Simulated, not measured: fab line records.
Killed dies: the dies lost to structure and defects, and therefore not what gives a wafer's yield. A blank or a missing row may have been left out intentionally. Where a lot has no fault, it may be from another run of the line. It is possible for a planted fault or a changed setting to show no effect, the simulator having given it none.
fab line records ; flow nand_harc
record: lots: 14; wafers: 42; last_day: 24
route steps=1159 shown A_M1@1053 A_BONDPAD@1075 THIN_TSV@1125
lots untouched by any fault: they come from a run of this same line in which no faults occurred
start_h: the number of hours between the record's first day and the start of the first shown wafer of the lot ; wait_h: how many hours have passed since the lot's step before this one ; " identical to the entry in the row above ; L1.1+2: a single row standing in for several wafers ; - either no value or no given start ; * or withheld: withheld ; < > ~ a bound
route shown NAME@n: names a module that has steps shown in the file, with the first one's number in the route ; usual: mean/standard deviation of fault-free wafers ; same: alike in all rows ; chamber/n: place in a boat ; sites: readings site by site ; _std_site: the values' standard deviation ; _edge_site: mean of outer sites minus mean of inner sites ; radius_mm: for every site, how far away it sits from the centre of the wafer ; mask NAME#n: copy n ; behind: tool/chamber where the wafer was last shaped ; hold: why the lot went on hold/how many hours it stayed there/how the hold came to an end ; device: the transistor (n, p or np) that didn't switch ; end of line: the route-end tests of the same wafers ; a step without rows: its recipe alone ; killed: dies lost to structure and defects at the first sort, not the wafer's yield ; map: a wafer's dies, marking killed ones x, the rest . and places with no die _
set.NAME: setting as actually run; set.NAME@STEP: the setting as run at that earlier step ; model.NAME: the simulator's own value behind a step, which no gauge read
route steps across a sampled set of lots; one table per step, one row per wafer
services: the hour from which a tool's chamber was out of use, counted from the record's first day as start_h (under 0 if before that day), plus the number of hours and why
== steps ==
step: NHARC_A_M1_THK_MEAS_24
recipe: thk_meas_gauge: xrf
usual: thk_nm: 154.7/1.3
lot.wafer;tool;chamber;start_h;wait_h;thk_nm
L436.3;film_metro-02;-;409.29;-;153.2
L436.4;film_metro-02;-;409.29;-;154.4
L436.5;film_metro-02;-;409.29;-;155.8
L437.1;film_metro-01;-;412.28;-;154.3
L437.2;film_metro-01;-;412.28;-;154.0
L437.5;film_metro-01;-;412.28;-;153.3
L438.1;film_metro-02;-;412.60;-;153.4
L438.3;film_metro-02;-;412.60;-;153.7
L438.4;film_metro-02;-;412.60;-;155.0
L439.1;film_metro-01;-;438.51;-;155.8
L439.2;film_metro-01;-;438.51;-;156.4
L439.3;film_metro-01;-;438.51;-;154.4
L448.1;film_metro-01;-;481.03;-;156.0
L448.2;film_metro-01;-;481.03;-;153.8
L448.4;film_metro-01;-;481.03;-;152.7
L450.3;film_metro-01;-;490.44;-;157.8
L450.4;film_metro-01;-;490.44;-;153.1
L450.6;film_metro-01;-;490.44;-;153.3
L451.2;film_metro-01;-;513.50;-;157.1
L451.4;film_metro-01;-;513.50;-;155.1
L451.5;film_metro-01;-;513.50;-;154.6
L454.1;film_metro-01;-;513.61;-;154.7
L454.2;film_metro-01;-;513.61;-;156.1
L454.6;film_metro-01;-;513.61;-;155.0
L452.2;film_metro-01;-;517.41;-;155.9
L452.3;film_metro-01;-;517.41;-;158.2
L452.5;film_metro-01;-;517.41;-;155.1
L455.1;film_metro-01;-;528.52;-;155.1
L455.4;film_metro-01;-;528.52;-;154.9
L455.5;film_metro-01;-;528.52;-;154.4
L453.1;film_metro-02;-;529.74;-;154.3
L453.3;film_metro-02;-;529.74;-;155.9
L453.6;film_metro-02;-;529.74;-;154.5
L456.2;film_metro-02;-;531.70;-;154.0
L456.3;film_metro-02;-;531.70;-;155.1
L456.6;film_metro-02;-;531.70;-;153.8
L457.2;film_metro-01;-;544.50;-;155.7
L457.3;film_metro-01;-;544.50;-;154.9
L457.4;film_metro-01;-;544.50;-;154.4
L458.1;film_metro-02;-;548.35;-;156.5
L458.2;film_metro-02;-;548.35;-;156.7
L458.4;film_metro-02;-;548.35;-;153.5
step: NHARC_A_BONDPAD_DESCUM_11
recipe: time_s: 3; o2_flow_sccm: 200; ar_flow_sccm: 0; bias_power_w: 0; chemistry: O2
usual: chamber_pressure_mTorr: 60.00/0.057; drypump_motor_current_A: 5.64/0.3; oes_product_au: 1.000/0.0073; rf_vpp_V: 57.8/0.99; showerhead_plenum_p_Torr: 1.91/0.097; throttle_valve_pct: 11.310/0.0081
lot.wafer;tool;chamber;start_h;wait_h;chamber_pressure_mTorr;drypump_motor_current_A;oes_product_au;rf_hours_counter_h;rf_vpp_V;showerhead_plenum_p_Torr;throttle_valve_pct
L436.3;rie_diel-10;1;411.60;-;59.99;5.99;0.999;1;59.2;1.93;11.312
L436.4;rie_diel-10;2;411.60;-;59.95;5.12;1.003;2;56.0;1.79;11.305
L436.5;rie_diel-10;1;411.60;-;59.95;5.99;0.992;-;57.6;1.93;11.329
L437.2;rie_diel-04;3;414.64;-;59.98;5.77;1.007;40;58.1;1.96;11.315
L437.1;rie_diel-04;0;414.64;-;60.02;5.37;1.005;39;59.3;1.84;11.312
L437.5;rie_diel-04;1;414.64;-;60.01;5.53;1.001;-;58.3;2.04;11.324
L438.4;rie_diel-04;3;414.96;-;59.98;5.77;1.001;40;58.7;1.96;11.314
L438.1;rie_diel-04;0;414.96;-;60.02;5.38;0.996;39;57.2;1.84;11.308
L438.3;rie_diel-04;1;414.96;-;59.95;5.56;1.006;40;58.4;2.04;11.322
L439.2;rie_diel-10;1;440.82;-;60.07;5.96;1.004;2;57.2;1.93;11.313
L439.3;rie_diel-10;2;440.82;-;59.88;5.17;1.000;3;57.7;1.79;11.310
L439.1;rie_diel-10;0;440.82;-;59.95;5.86;1.000;3;58.9;2.06;11.319
L448.4;rie_diel-10;3;483.81;-;59.97;5.70;1.001;3;57.6;1.82;11.325
L448.2;rie_diel-10;0;483.81;-;59.95;5.86;1.006;5;58.7;2.06;11.315
L448.1;rie_diel-10;1;483.81;-;59.99;5.93;0.990;4;57.2;1.93;11.313
L450.3;rie_diel-10;2;492.77;-;60.02;5.14;0.991;5;56.9;1.79;11.303
L450.4;rie_diel-10;3;492.77;-;59.98;5.70;1.005;3;56.6;1.82;11.310
L450.6;rie_diel-10;1;492.77;-;60.07;6.02;0.996;-;59.0;1.93;11.314
L451.4;rie_diel-12;2;515.78;-;59.94;5.85;1.006;23;57.1;1.83;11.300
L451.2;rie_diel-12;1;515.78;-;60.03;5.78;1.005;25;57.9;1.89;11.307
L451.5;rie_diel-12;2;515.78;-;60.01;5.85;0.998;-;57.4;1.83;11.313
L454.1;rie_diel-10;0;515.95;-;60.01;5.83;1.002;6;57.7;2.06;11.325
L454.2;rie_diel-10;2;515.95;-;60.11;5.20;1.006;6;57.9;1.79;11.303
L454.6;rie_diel-10;0;515.95;-;60.02;5.86;1.004;-;58.5;2.06;11.312
L452.3;rie_diel-10;1;519.72;-;60.06;5.97;1.004;5;57.5;1.93;11.315
L452.2;rie_diel-10;2;519.72;-;60.05;5.15;1.003;6;56.6;1.79;11.307
L452.5;rie_diel-10;0;519.72;-;60.02;5.86;1.009;-;57.9;2.06;11.315
L455.4;rie_diel-12;3;530.85;-;60.00;5.43;0.996;28;57.8;1.83;11.323
L455.1;rie_diel-12;0;530.85;-;60.06;5.51;1.003;28;58.1;1.99;11.293
L455.5;rie_diel-12;2;530.85;-;59.98;5.86;1.000;-;55.8;1.83;11.312
L453.1;rie_diel-04;1;532.14;-;60.08;5.49;0.990;21;59.2;2.03;11.320
L453.3;rie_diel-04;3;532.14;-;60.00;5.75;1.002;24;57.9;1.95;11.307
L453.6;rie_diel-04;2;532.14;-;60.01;5.06;1.010;-;56.3;1.90;11.320
L456.2;rie_diel-12;0;534.04;-;60.00;5.53;1.000;29;60.2;1.99;11.307
L456.3;rie_diel-12;1;534.04;-;59.88;5.80;1.005;30;58.3;1.88;11.308
L456.6;rie_diel-12;2;534.04;-;60.02;5.89;0.992;-;58.7;1.83;11.320
L457.4;rie_diel-10;2;547.08;-;60.07;5.24;0.987;0;56.3;1.79;11.314
L457.3;rie_diel-10;3;547.08;-;59.99;5.69;0.994;0;57.5;1.82;11.326
L457.2;rie_diel-10;0;547.08;-;60.03;5.86;1.014;0;58.9;2.06;11.308
L458.2;rie_diel-10;0;550.52;-;59.92;5.87;1.003;1;60.3;2.06;11.313
L458.1;rie_diel-10;2;550.52;-;60.02;5.17;0.992;1;55.9;1.79;11.299
L458.4;rie_diel-10;3;550.52;-;59.89;5.70;0.997;1;56.7;1.82;11.310
step: NHARC_A_BONDPAD_ETCH_24
recipe: target_depth_a: 300; over_etch_frac: 0.3; time_s: 72.99; ion_energy_ev: 150; cf4_flow_sccm: 50; n2_flow_sccm: 100; ar_flow_sccm: 150; rf_w: 300; bias_w: 100; chemistry: CF4/N2
usual: chamber_pressure_mTorr: 29.998/0.026; drypump_motor_current_A: 5.65/0.28; oes_product_au: 0.998/0.007; rf_vpp_V: 313.9/2.3; showerhead_plenum_p_Torr: 2.62/0.12; throttle_valve_pct: 19.794/0.0084
same: over_etch_frac: 0.3
lot.wafer;tool;chamber;start_h;wait_h;chamber_pressure_mTorr;drypump_motor_current_A;oes_product_au;rf_hours_counter_h;rf_vpp_V;showerhead_plenum_p_Torr;throttle_valve_pct
L436.4;rie_diel-10;0;-;-;30.012;5.86;1.003;2;317.6;2.82;19.787
L436.3;rie_diel-10;3;-;-;29.994;5.70;0.991;2;311.8;2.51;19.790
L436.5;rie_diel-10;1;-;-;30.005;5.93;1.007;-;315.2;2.64;19.793
L437.1;rie_diel-12;2;-;-;30.011;5.88;0.990;3;313.1;2.53;19.789
L437.2;rie_diel-12;1;-;-;29.991;5.80;0.995;3;314.1;2.60;19.795
L437.5;rie_diel-12;3;-;-;29.945;5.41;0.997;-;311.8;2.53;19.805
L438.1;rie_diel-10;3;-;-;29.993;5.70;0.992;2;313.0;2.51;19.793
L438.3;rie_diel-10;1;-;-;29.928;5.99;1.001;1;314.7;2.64;19.822
L438.4;rie_diel-10;2;-;-;30.002;5.14;0.981;2;311.8;2.46;19.808
L439.2;rie_diel-04;0;-;-;29.973;5.38;0.981;49;312.8;2.53;19.789
L439.3;rie_diel-04;2;-;-;30.028;5.09;1.002;53;315.4;2.62;19.785
L439.1;rie_diel-04;3;-;-;30.008;5.76;1.010;50;314.8;2.68;19.788
L448.2;rie_diel-12;1;-;-;29.994;5.79;0.997;17;314.7;2.59;19.785
L448.1;rie_diel-12;2;-;-;30.024;5.86;0.989;17;312.5;2.52;19.800
L448.4;rie_diel-12;0;-;-;29.990;5.53;0.990;16;315.4;2.73;19.798
L450.4;rie_diel-10;3;-;-;29.972;5.70;1.005;4;312.4;2.51;19.805
L450.3;rie_diel-10;2;-;-;30.003;5.15;0.996;5;310.7;2.46;19.803
L450.6;rie_diel-10;3;-;-;29.988;5.69;1.002;-;312.7;2.51;19.781
L451.2;rie_diel-12;0;-;-;29.984;5.52;0.996;25;314.3;2.73;19.793
L451.4;rie_diel-12;1;-;-;30.023;5.77;0.998;25;313.5;2.59;19.786
L451.5;rie_diel-12;0;-;-;30.011;5.53;0.987;-;316.3;2.73;19.804
L454.1;rie_diel-12;2;-;-;30.054;5.87;1.008;23;312.2;2.52;19.786
L454.2;rie_diel-12;3;-;-;30.004;5.42;1.002;24;313.0;2.52;19.795
L454.6;rie_diel-12;1;-;-;29.988;5.80;0.994;-;313.4;2.59;19.774
L452.2;rie_diel-10;3;-;-;30.012;5.71;1.004;5;311.3;2.51;19.797
L452.3;rie_diel-10;0;-;-;30.001;5.87;1.008;6;319.0;2.82;19.802
L452.5;rie_diel-10;2;-;-;30.020;5.12;0.996;-;310.3;2.46;19.801
L455.4;rie_diel-12;0;-;-;30.004;5.51;0.998;28;317.9;2.73;19.792
L455.1;rie_diel-12;3;-;-;29.992;5.42;1.001;28;310.7;2.52;19.796
L455.5;rie_diel-12;0;-;-;29.989;5.53;0.992;-;313.7;2.73;19.801
L453.3;rie_diel-04;3;-;-;29.971;5.78;1.003;24;315.6;2.67;19.809
L453.1;rie_diel-04;1;-;-;30.047;5.59;1.001;21;314.8;2.78;19.779
L453.6;rie_diel-04;0;-;-;29.976;5.37;1.004;-;313.0;2.52;19.790
L456.3;rie_diel-12;1;-;-;29.995;5.75;0.990;30;312.6;2.59;19.807
L456.2;rie_diel-12;3;-;-;29.983;5.47;0.994;28;312.5;2.52;19.800
L456.6;rie_diel-12;0;-;-;29.987;5.52;0.994;-;315.2;2.73;19.793
L457.3;rie_diel-10;0;-;-;30.003;5.85;1.001;0;315.9;2.82;19.798
L457.4;rie_diel-10;1;-;-;29.985;5.98;0.999;1;314.3;2.64;19.795
L457.2;rie_diel-10;2;-;-;30.007;5.16;0.994;0;312.1;2.46;19.800
L458.2;rie_diel-10;2;-;-;29.998;5.10;0.990;1;311.0;2.46;19.789
L458.1;rie_diel-10;3;-;-;30.004;5.71;1.009;1;312.9;2.51;19.786
L458.4;rie_diel-10;0;-;-;30.047;5.84;1.005;1;318.9;2.82;19.779
step: NHARC_THIN_TSV_ETCHBACK_48
recipe: target_depth_a: 10285; over_etch_frac: 0.3; time_s: 405.17; ion_energy_ev: 250; c4f8_flow_sccm: withheld; ar_flow_sccm: withheld; rf_w: 600; bias_w: 300; chemistry: C4F8/Ar
usual: chamber_pressure_mTorr: 24.999/0.022; oes_product_au: 0.95/0.032; rf_vpp_V: 546.6/2.8; run_length_s: 426.2/0.47
same: over_etch_frac: 0.3
lot.wafer;tool;chamber;start_h;wait_h;chamber_pressure_mTorr;oes_product_au;rf_hours_counter_h;rf_vpp_V;run_length_s
L436.4;rie_diel-06;3;434.64;-;25.041;0.98;1.3;550.9;426.7
L436.3;rie_diel-06;2;434.64;-;24.995;0.99;1.0;548.8;425.7
L436.5;rie_diel-06;3;434.64;-;24.994;0.98;-;550.5;426.6
L438.3;rie_diel-06;1;435.09;-;24.987;0.96;1.0;546.3;425.8
L438.1;rie_diel-06;2;435.09;-;25.005;0.97;1.1;549.1;426.1
L438.4;rie_diel-06;3;435.09;-;24.985;0.95;1.5;550.7;426.2
L437.1;rie_diel-06;2;435.72;-;24.964;1.02;1.2;548.3;311.3
L437.2;rie_diel-06;3;435.72;-;24.979;1.00;1.6;550.2;426.7
L437.5;rie_diel-06;1;435.72;-;24.956;0.99;-;545.7;425.9
L439.2;rie_diel-06;2;458.36;-;25.011;0.92;2.8;549.9;425.6
L439.3;rie_diel-06;3;458.36;-;24.970;0.91;3.1;549.5;311.6
L439.1;rie_diel-06;0;458.36;-;24.953;0.91;2.6;545.1;311.2
L448.4;rie_diel-08;2;500.98;-;24.975;0.96;0.4;550.6;426.2
L448.1;rie_diel-08;3;500.98;-;25.031;0.96;0.5;543.7;426.9
L448.2;rie_diel-08;0;500.98;-;25.047;0.97;0.8;542.2;427.4
L450.4;rie_diel-09;1;510.19;-;24.987;0.93;5.6;548.4;425.9
L450.3;rie_diel-09;2;510.19;-;24.992;0.93;5.2;545.6;426.2
L450.6;rie_diel-09;2;510.19;-;25.029;0.93;-;544.8;425.9
L454.2;rie_diel-06;1;534.51;-;25.001;0.92;6.9;545.2;426.2
L454.1;rie_diel-06;3;534.51;-;25.018;0.92;7.4;551.2;426.1
L454.6;rie_diel-06;0;534.51;-;24.984;0.93;-;545.2;426.3
L451.2;rie_diel-08;3;535.78;-;25.016;0.96;5.3;542.8;426.7
L451.4;rie_diel-08;1;535.78;-;24.982;0.96;-;541.5;426.8
L451.5;rie_diel-08;0;535.78;-;25.031;0.96;-;541.1;426.8
L452.3;rie_diel-09;1;537.12;0.3;24.987;0.92;7.8;547.0;425.6
L452.2;rie_diel-09;2;537.12;0.3;24.974;0.92;7.7;544.9;426.0
L452.5;rie_diel-09;0;537.12;0.3;25.004;0.92;-;549.4;426.0
L453.3;rie_diel-09;1;550.10;0.3;24.969;0.91;9.4;547.7;426.0
L453.1;rie_diel-09;3;550.10;0.3;24.999;0.92;8.3;545.1;426.6
L453.6;rie_diel-09;1;550.10;0.3;24.980;0.93;-;545.8;425.5
L456.3;rie_diel-08;0;551.20;-;24.993;0.93;7.1;540.6;426.8
L456.2;rie_diel-08;1;551.20;-;25.036;0.93;7.2;541.8;427.2
L456.6;rie_diel-08;3;551.20;-;25.022;0.93;-;542.0;427.1
L455.1;rie_diel-06;2;552.57;-;24.976;0.92;9.0;548.2;426.1
L455.4;rie_diel-06;0;552.57;-;25.003;0.92;8.2;547.0;426.1
L455.5;rie_diel-06;3;552.57;-;24.984;0.93;-;550.7;426.2
L457.3;rie_diel-09;1;566.15;-;24.989;0.92;10.3;547.0;425.4
L457.2;rie_diel-09;3;566.15;-;24.983;0.92;9.4;544.9;426.8
L457.4;rie_diel-09;0;566.15;-;25.006;0.91;9.7;550.0;426.3
L458.2;rie_diel-08;0;567.84;-;25.045;0.91;8.9;540.4;426.8
L458.1;rie_diel-08;1;567.84;-;24.975;0.93;8.8;543.3;426.7
L458.4;rie_diel-08;3;567.84;-;24.955;0.92;8.6;542.6;426.7
== services ==
tool;chamber;start_h;hours;kind
rie_diel-09;1;390.52;4.8;repair
rie_diel-09;-;397.21;0.3;repair
rie_diel-10;0;411.50;-;clean
rie_diel-10;1;411.50;-;clean
rie_diel-10;2;411.50;-;clean
rie_diel-08;1;414.31;14.9;repair
rie_diel-06;-;418.47;9.0;pm
rie_diel-09;-;431.38;9.0;pm
rie_diel-10;3;431.56;15.0;repair
rie_diel-10;3;452.11;11.2;repair
rie_diel-04;1;463.98;8.4;repair
rie_diel-04;-;466.09;9.0;pm
rie_diel-10;-;468.40;5.2;repair
rie_diel-08;-;478.84;9.0;pm
rie_diel-10;-;481.85;0.1;repair
rie_diel-12;2;493.22;6.1;repair
rie_diel-12;3;493.55;2.2;repair
rie_diel-06;-;510.84;5.2;repair
rie_diel-08;2;526.94;33.3;repair
rie_diel-10;-;530.50;9.0;pm
rie_diel-04;1;534.40;13.2;repair
rie_diel-12;1;537.76;13.6;repair
rie_diel-09;-;546.73;0.8;repair
rie_diel-12;-;556.56;9.0;pm
== key ==
first_sign: step: NHARC_THIN_TSV_ETCHBACK_48; reading: run_length_s; direction: down; sigmas: 99+; usual: *; struck: *
effect none on later readings
met_at NHARC_THIN_TSV_ETCHBACK_48
struck_lots L437,L439
struck_wafers L437.1,L439.1,L439.3
later_rows_left_out L437.1,L439.1,L439.3
sort_left_out L437.1,L439.1,L439.3
not_acting_at NHARC_A_M1_THK_MEAS_24,NHARC_A_BONDPAD_DESCUM_11,NHARC_A_BONDPAD_ETCH_24
onset_between 435.09 435.72
fault: kind: process_parameter_drift; tool: rie_diel-06; chamber: -; onset_h: 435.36; steps: NHARC_THIN_TSV_ETCHBACK_48; channel: time_s; offset: *; shape: step; end_h: 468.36; scope: struck_wafers_only; acts_in: *; stated: *
sort_left_out: the simulated sort isn't trusted on such a fault, so these wafers' sort isn't shown, and their yield isn't known
later_rows_left_out: the simulator's readings of these wafers behind a module that went badly wrong aren't trusted and aren't shown, but for the sort
